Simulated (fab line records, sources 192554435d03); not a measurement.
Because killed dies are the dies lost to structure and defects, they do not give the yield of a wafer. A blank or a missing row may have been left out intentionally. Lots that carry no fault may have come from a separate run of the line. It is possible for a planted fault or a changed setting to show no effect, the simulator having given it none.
fab line records + flow n5-finfet
record:
- lots: 4
- wafers: 12
- last-day: 18
route steps=1938 shown BEOL_M0_SAQP@692 BEOL_M0_CUTY@701 BEOL_M4@1111 PASSIVATION@1936
lots that met no fault: from a run of the same line without faults
start-h: hours from the record's opening day to when the first of the lot's shown wafers began + wait-h: how many hours have passed since the lot's step before this one + " repeats the value in the row above + L1.1+2: several wafers, shown together as one row + - no value, or no start given + * or withheld: withheld + < > ~ a bound
route shown NAME@n: names a module that has steps shown in the file, with the first one's number in the route + usual: mean/standard deviation of fault-free wafers + same: alike in all rows + chamber/n: place in a boat + sites: the reading at each site + _std_site: how widely they spread, as a standard deviation + _edge_site: inner sites' mean taken away from outer sites' mean + radius-mm: how far each site lies from the wafer's centre + mask NAME#n: copy n + behind: the tool/chamber that last shaped the wafer + hold: why the lot went on hold/how many hours it stayed there/how the hold came to an end + device: names the non-switching transistor (n, p or np) + end of line: tests run on the same wafers once the route is complete + a step given without rows: its recipe and nothing more + killed: the dies lost at the first sort to structure and to defects; this is not the yield of the wafer + map: shows each die of a wafer: x if killed, . if not, _ if none is there
set.NAME: the setting the step ran with; set.NAME@STEP: the setting that earlier step ran with + model.NAME: the simulator's own value behind a step, which no gauge read
a table for each step, a row for each wafer; lots at some steps of the route
services: from which hour (start-h, from the record's first day; less than 0 if before it) a tool's chamber was out of use, for how many hours, and why
== steps ==
step: N5_BEOL_M0_SAQP_DESCUM_45
recipe:
- chemistry: O2
- time-s: 7
- source-power-w: 50
- bias-power-w: 20
- pressure-mtorr: 20
- rf-frequency-hz: 2.712e+07
- temp-c: 40
- resist: CAR-EUV
- o2-flow-sccm: 225
step: N5_BEOL_M0_SAQP_ETCH_88
recipe:
- chemistry: N2/H2
- target: underlayer
- target-depth-a: 65
- time-s: 5.2
- ion-energy-ev: 200
- mask-material: CAR-EUV
- pressure-mtorr: 30
- source-w: 840
- bias-w: 150
- n2-flow-sccm: 200
- h2-flow-sccm: 200
- ends: cleared
step: N5_BEOL_M0_SAQP_ETCH_73
recipe:
- chemistry: CF4
- target: SiARC
- target-depth-a: 195
- mask-material: CAR-EUV
- time-s: 32.5
- ion-energy-ev: 80
- pressure-mtorr: 40
- source-w: 545
- bias-w: 36
- Ar_flow_sccm: 100
- cf4-flow-sccm: 100
- ends: cleared
step: N5_BEOL_M0_SAQP_CUT_ETCH_46
recipe:
- chemistry: N2/H2
- target: SOC
- target-depth-a: 1350
- overetch-a: 270
- temp-c: 40
- time-s: 202.5
- ion-energy-ev: 200
- mask-material: SiARC
- pressure-mtorr: 30
- source-w: 840
- bias-w: 150
- n2-flow-sccm: 200
- h2-flow-sccm: 200
step: N5_BEOL_M0_SAQP_STRIP_74
recipe:
- chemistry: N2/H2
- temp-c: 40
- n2-flow-sccm: 200
- h2-flow-sccm: 200
- rf-frequency-hz: 6e+07
step: N5_BEOL_M0_SAQP_STRIP_89
recipe:
- chemistry: N2/H2
- temp-c: 40
- n2-flow-sccm: 200
- h2-flow-sccm: 200
- rf-frequency-hz: 6e+07
step: N5_BEOL_M0_SAQP_ALD_48
recipe:
- material: SiO2
- target-thk-a: 200
- temp-c: 100
- ald-precursor-family: BDEAS
- ald-co-reactant: O2-plasma
- pulse-time-s: 1
- co-reactant-pulse-time-s: 1
- purge-time-s: 2
- co-reactant-purge-time-s: 2
- ald-cycles: 139
- pressure-torr: 2
step: N5_BEOL_M0_SAQP_ETCH_49
recipe:
- chemistry: CF4/O2
- target-depth-a: 370
- target: SiO2
- pressure-mtorr: 40
- source-w: 535
- bias-w: 49
- Ar_flow_sccm: 100
- cf4-flow-sccm: 100
- O2_flow_sccm: 10
- ion-energy-ev: 100
step: N5_BEOL_M0_SAQP_STRIP_75
recipe:
- chemistry: CF4
- resist: SiARC
- power-w: 300
- bias-power-w: 75
- pressure-mtorr: 50
- cf4-flow-sccm: 150
- rf-frequency-hz: 6e+07
step: N5_BEOL_M0_CUTY_COAT_50
recipe:
- resist: SiARC
- temp-c: 220
- time-s: 60
- spin-rpm: 1500
- resist-thk-nm: 15
step: N5_BEOL_M0_CUTY_COAT_51
recipe:
- resist: CAR-ArF-block
- spin-rpm: 1500
- resist-thk-nm: 150
usual:
- exhaust-pa: 44.9/0.91
- spin-speed-rpm: 1500.1/0.93
| lot.wafer | tool           | chamber | start-h | wait-h | exhaust-pa | spin-speed-rpm | model.CAR-ArF-block_of_BEOL_M0_CUTY_COAT_51.thk-nm |
|-----------|----------------|---------|---------|--------|------------|----------------|----------------------------------------------------|
| L776.3    | litho-track-03 | 0       | 145.51  | -      | 45.9       | 1499.7         | 149.4                                              |
| L776.4    | "              | 0       | "       | "      | 45.7       | 1500.1         | 149.8                                              |
| L776.5    | "              | 0       | "       | "      | 46.4       | 1500.7         | 150                                                |
| L787.2    | litho-track-03 | 0       | 244.76  | -      | 45.1       | 1285.0         | 162.4                                              |
| L787.4    | "              | 0       | "       | "      | 44.7       | 1282.9         | 162.6                                              |
| L787.5    | "              | 0       | "       | "      | 44.3       | 1282.8         | 162.4                                              |
| L784.4    | litho-track-03 | 0       | 245.19  | -      | 45.0       | 1283.9         | 162.4                                              |
| L784.5    | "              | 0       | "       | "      | 45.7       | 1281.8         | 162.2                                              |
| L784.6    | "              | 0       | "       | "      | 45.8       | 1283.3         | 162.4                                              |
| L783.1    | litho-track-02 | 0       | 245.99  | -      | 43.3       | 1502.0         | 150                                                |
| L783.2    | "              | 0       | "       | "      | 45.3       | 1500.7         | 150.4                                              |
| L783.6    | "              | 0       | "       | "      | 45.4       | 1500.3         | 150.6                                              |
step: N5_BEOL_M0_CUTY_EBR_52
recipe:
- solvent: PGMEA
- ebr-width-mm: 1.5
step: N5_BEOL_M0_CUTY_SOFTBAKE_53
recipe:
- temp-c: 110
- time-s: 60
- resist: CAR-ArF-block
step: N5_BEOL_M0_CUTY_EXPOSE_54
recipe:
- mask-id: M0_ABLK
- na: 1.35
- source-shape: conventional
- sigma-outer: 0.8
- polarization: unpolarized
- dose-mj: 36
step: N5_BEOL_M0_CUTY_PEB_55
recipe:
- peb-temp-c: 110
- peb-time-s: 60
- resist: CAR-ArF-block
step: N5_BEOL_M0_CUTY_DEVELOP_56
recipe:
- develop-time-s: 30
- developer: TMAH
- resist: CAR-ArF-block
- rinse-liquid: diw
- dry: air-spin
- dev-temp-c: 23
step: N5_BEOL_M0_CUTY_DESCUM_61
recipe:
- chemistry: O2
- time-s: 7.9
- source-power-w: 50
- bias-power-w: 20
- pressure-mtorr: 20
- rf-frequency-hz: 2.712e+07
- temp-c: 40
- resist: CAR-ArF-block
- o2-flow-sccm: 225
step: N5_BEOL_M0_CUTY_ETCH_62
recipe:
- chemistry: CF4
- target: SiARC
- mask-material: CAR-ArF-block
- time-s: 58.5
- ion-energy-ev: 80
- pressure-mtorr: 40
- source-w: 545
- bias-w: 36
- Ar_flow_sccm: 100
- cf4-flow-sccm: 100
- ends: cleared
usual:
- drypump-motor-current-A: 5.9/0.45
- etch-rf-on-time-s: 58.7/2.1
- mfc-ar-sccm: 100.0/0.32
- oes-product-au: 0.69/0.069
- rf-vpp-V: 184.2/1.1
- showerhead-plenum-p-Torr: 2.15/0.076
- throttle-valve-pct: 15.60/0.26
| lot.wafer | tool        | chamber | start-h | wait-h | drypump-motor-current-A | etch-rf-on-time-s | mfc-ar-sccm | oes-product-au | rf-hours-counter-h | rf-vpp-V | showerhead-plenum-p-Torr | throttle-valve-pct | model.CAR-ArF-block_of_BEOL_M0_CUTY_COAT_51.thk-nm |
|-----------|-------------|---------|---------|--------|-------------------------|-------------------|-------------|----------------|--------------------|----------|--------------------------|--------------------|----------------------------------------------------|
| L776.3    | rie-diel-02 | 2       | 145.85  | 0.0    | 6.0                     | 55.1              | 100.0       | 0.71           | 111                | 185.4    | 2.25                     | 15.50              | 117.8                                              |
| L776.4    | "           | 3       | "       | "      | 6.3                     | 59.5              | 99.9        | 0.77           | 30                 | 183.9    | 2.18                     | 15.46              | 118.2                                              |
| L776.5    | "           | 1       | "       | "      | 6.2                     | 59.0              | 99.7        | 0.82           | -                  | 185.9    | 2.27                     | 15.22              | 118.4                                              |
| L787.2    | rie-diel-02 | 1       | 245.33  | 0.0    | 6.2                     | 58.0              | 100.2       | 0.75           | 36                 | 185.6    | 2.26                     | 15.30              | 130.8                                              |
| L787.4    | "           | 0       | "       | "      | 6.4                     | 60.1              | 99.7        | 0.60           | 213                | 183.5    | 2.04                     | 15.84              | 131                                                |
| L787.5    | "           | 3       | "       | "      | 6.4                     | 58.6              | 99.5        | 0.72           | -                  | 186.1    | 2.17                     | 15.54              | 130.8                                              |
| L784.4    | rie-diel-03 | 3       | 246.28  | 0.0    | 5.4                     | 59.0              | 100.1       | 0.69           | -                  | 185.5    | 2.24                     | 15.33              | 130.8                                              |
| L784.5    | "           | 1       | "       | "      | 5.9                     | 60.7              | 99.8        | 0.68           | -                  | 185.5    | 2.18                     | 15.98              | 130.8                                              |
| L784.6    | "           | 2       | "       | "      | 5.1                     | 62.6              | 100.8       | 0.58           | -                  | 183.9    | 2.11                     | 15.69              | 130.8                                              |
| L783.1    | rie-diel-03 | 3       | 248.03  | 0.0    | 5.4                     | 58.8              | 100.0       | 0.70           | 75                 | 185.7    | 2.24                     | 15.34              | 118.6                                              |
| L783.2    | "           | 2       | "       | "      | 5.1                     | 62.3              | 100.0       | 0.57           | 229                | 183.4    | 2.11                     | 15.67              | 118.8                                              |
| L783.6    | "           | 1       | "       | "      | 5.9                     | 60.1              | 99.8        | 0.68           | -                  | 183.8    | 2.18                     | 15.96              | 119                                                |
step: N5_BEOL_M0_CUTY_ETCH_63
recipe:
- chemistry: N2/H2
- target: SOC
- target-depth-a: 827
- overetch-a: 165
- mask-material: SiARC
- temp-c: 40
- ion-energy-ev: 200
- time-s: 124
- pressure-mtorr: 30
- source-w: 840
- bias-w: 150
- n2-flow-sccm: 200
- h2-flow-sccm: 200
step: N5_BEOL_M4_RC_MEAS_101
usual:
- DIBL_N: 36.3/1.9
- DIBL_P: 36.0/2.1
- IOFF_N: 0.16/0.031
- IOFF_P: 0.21/0.035
- ION_N: 675/14
- ION_P: 464/8.5
- SS_N: 71.5/0.6
- SS_P: 73.3/0.72
- VT_N: 250/3.2
- VT_P: -250/3.1
| lot.wafer | tool      | chamber | start-h | wait-h | DIBL_N[mV/V] | DIBL_P[mV/V] | IOFF_N[nA/um] | IOFF_P[nA/um] | ION_N[uA/um] | ION_P[uA/um] | SS_N[mV/dec] | SS_P[mV/dec] | VT_N[mV] | VT_P[mV] |
|-----------|-----------|---------|---------|--------|--------------|--------------|---------------|---------------|--------------|--------------|--------------|--------------|----------|----------|
| L776.3    | prober-01 | 0       | 192.98  | 0.3    | 35.8         | 36.9         | 0.16          | 0.24          | 680          | 471          | 71.8         | 73.4         | 251      | -249     |
| L776.4    | "         | 0       | "       | "      | 33.1         | 33.2         | 0.13          | 0.19          | 672          | 468          | 71.0         | 72.2         | 251      | -248     |
| L776.5    | "         | 0       | "       | "      | 34.9         | 36.5         | 0.16          | 0.25          | 676          | 469          | 70.9         | 73.0         | 249      | -244     |
| L787.2    | prober-02 | 0       | 295.45  | 0.2    | 34.9         | 34.0         | 0.13          | 0.17          | 667          | 461          | 71.4         | 73.6         | 251      | -250     |
| L787.4    | "         | 0       | "       | "      | 37.8         | 38.2         | 0.19          | 0.25          | 690          | 475          | 71.7         | 74.8         | 247      | -247     |
| L787.5    | "         | 0       | "       | "      | 38.5         | 38.7         | 0.20          | 0.25          | 696          | 476          | 72.1         | 74.2         | 244      | -245     |
| L784.4    | prober-02 | 0       | 320.52  | 0.5    | 36.7         | 36.3         | 0.15          | 0.21          | 676          | 460          | 72.0         | 73.5         | 252      | -249     |
| L784.5    | "         | 0       | "       | "      | 36.8         | 37.2         | 0.16          | 0.22          | 674          | 461          | 71.2         | 73.9         | 251      | -254     |
| L784.6    | "         | 0       | "       | "      | 34.8         | 34.3         | 0.12          | 0.18          | 658          | 454          | 71.0         | 72.8         | 255      | -253     |
| L783.1    | prober-01 | 0       | 326.65  | 0.0    | 35.8         | 34.8         | 0.16          | 0.22          | 689          | 470          | 71.8         | 72.6         | 247      | -246     |
| L783.2    | "         | 0       | "       | "      | 35.5         | 34.5         | 0.15          | 0.20          | 668          | 456          | 72.2         | 72.9         | 249      | -249     |
| L783.6    | "         | 0       | "       | "      | 36.1         | 37.3         | 0.18          | 0.26          | 683          | 474          | 71.6         | 72.8         | 247      | -248     |
step: N5_PASSIVATION_PROBE_49
usual:
- defect-limited-yield: 91.0/1.5
- killed_at_M0_to_M3: 32/9.6
- killed_at_M4_up: 13/4.7
- killed-at-contacts: 13/7.2
- killed-at-front-end: 44/13
- killed-at-other: 4/3.4
- killed-dies: 106/18
- killed-open: 70/13
- killed-short: 35/8
- sort_bin_5_function: 5.3/0.97
- sort_bin_6_memory: 3.4/0.73
- sort-n-pass: 1074/18
- sort-yield-pct: 91.0/1.5
same:
- gross-dies: 1180
- killed-at-back-side: 0
- sort_bin_4_leakage[%]: 0
- sort_bin_8_speed[%]: 0
| lot.wafer | tool      | chamber | start-h | wait-h | defect-limited-yield[%] | killed_at_M0_to_M3 | killed_at_M4_up | killed-at-contacts | killed-at-front-end | killed-at-other | killed-dies | killed-open | killed-short | sort_bin_5_function[%] | sort_bin_6_memory[%] | sort-n-pass | sort-yield-pct[%] |
|-----------|-----------|---------|---------|--------|-------------------------|--------------------|-----------------|--------------------|---------------------|-----------------|-------------|-------------|--------------|------------------------|----------------------|-------------|-------------------|
| L787.2    | prober-02 | -       | 396.81  | 0.1    | 90.0                    | 14                 | 18              | 18                 | 64                  | 4               | 118         | 75          | 42           | 6.4                    | 3.5                  | 1062        | 90.0              |
| L787.4    | prober-02 | -       | 396.91  | 0.2    | 91.1                    | 38                 | 13              | 18                 | 36                  | 0               | 105         | 69          | 34           | 5.7                    | 2.7                  | 1075        | 91.1              |
| L787.5    | prober-02 | -       | 396.96  | 0.2    | 90.8                    | 19                 | 10              | 9                  | 65                  | 5               | 108         | 65          | 40           | 6.3                    | 2.5                  | 1072        | 90.8              |
killed by level:class
L787.2 FIN_SAQP:geometric-particle:short=18 FIN_SAQP:geometric-particle:open=15 STI_FIN_REVEAL:geometric-particle:open=15 MOL_CONTACT_COAG:geometric-particle:open=14 BEOL_M4:geometric-particle:open=8 BEOL_M2:geometric-particle:open=5 BEOL_M4:geometric-particle:short=5 MOL_CONTACT_COAG:geometric-particle:short=4
L787.4 MOL_CONTACT_COAG:geometric-particle:open=16 STI_FIN_REVEAL:geometric-particle:open=12 FIN_SAQP:geometric-particle:open=7 BEOL_M0_SAQP:geometric-particle:open=7 BEOL_M0_SAQP:geometric-particle:short=7 BEOL_M3:geometric-particle:short=6 BEOL_M4:geometric-particle:open=5 BEOL_M3:geometric-particle:open=5
L787.5 FIN_SAQP:geometric-particle:open=20 STI_FIN_REVEAL:geometric-particle:open=14 FIN_SAQP:geometric-particle:short=13 BEOL_M2:geometric-particle:open=7 MOL_CONTACT_COAG:geometric-particle:open=5 GATE_CUT:geometric-particle:short=4 MOL_CONTACT_COAG:geometric-particle:short=4 STARTING-WAFER:geometric-particle:short=4
== services ==
| tool        | chamber | start-h | hours | kind                          |
|-------------|---------|---------|-------|-------------------------------|
| rie-diel-02 | 1       | 132.22  | -     | clean                         |
| rie-diel-02 | 1       | 132.22  | -     | consumable-replace:focus-ring |
| rie-diel-02 | 1       | 132.22  | -     | consumable-replace:showerhead |
| rie-diel-02 | 1       | 132.22  | 12.2  | scheduled-down                |
| rie-diel-02 | 1       | 132.22  | 12.2  | vent-cycle                    |
| rie-diel-02 | 1       | 162.01  | 21.4  | repair                        |
| rie-diel-02 | 3       | 179.16  | 26.0  | repair                        |
| rie-diel-03 | 0       | 229.05  | -     | clean                         |
| rie-diel-03 | 0       | 229.05  | -     | consumable-replace:focus-ring |
| rie-diel-03 | 0       | 229.05  | -     | consumable-replace:showerhead |
| rie-diel-03 | 0       | 229.05  | 21.1  | scheduled-down                |
| rie-diel-03 | 0       | 229.05  | 21.1  | vent-cycle                    |
| rie-diel-03 | -       | 246.82  | 1.1   | repair                        |
== key ==
first-sign:
- step: N5_BEOL_M0_CUTY_COAT_51
- reading: spin-speed-rpm
- direction: down
- sigmas: 99+
- usual: *
- struck: *
effect none on later readings
model-effect:
- step: N5_BEOL_M0_CUTY_COAT_51
- value: CAR-ArF-block_of_BEOL_M0_CUTY_COAT_51.thk-nm
- without: 150.2
- struck: 162.4
model-effect:
- step: N5_BEOL_M0_CUTY_ETCH_62
- value: CAR-ArF-block_of_BEOL_M0_CUTY_COAT_51.thk-nm
- without: 118.6
- struck: 130.8
met-at N5_BEOL_M0_CUTY_COAT_51
struck-wafers L784.4,L784.5,L784.6,L787.2,L787.4,L787.5
onset-between 145.51 244.76
fault:
- kind: process-parameter-drift
- tool: litho-track-03
- chamber: -
- onset-h: 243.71
- steps: N5_BEOL_M0_CUTY_COAT_51
- channel: spin-rpm
- offset: *
- shape: step
- end-h: 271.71
- acts-in: *
- stated: *
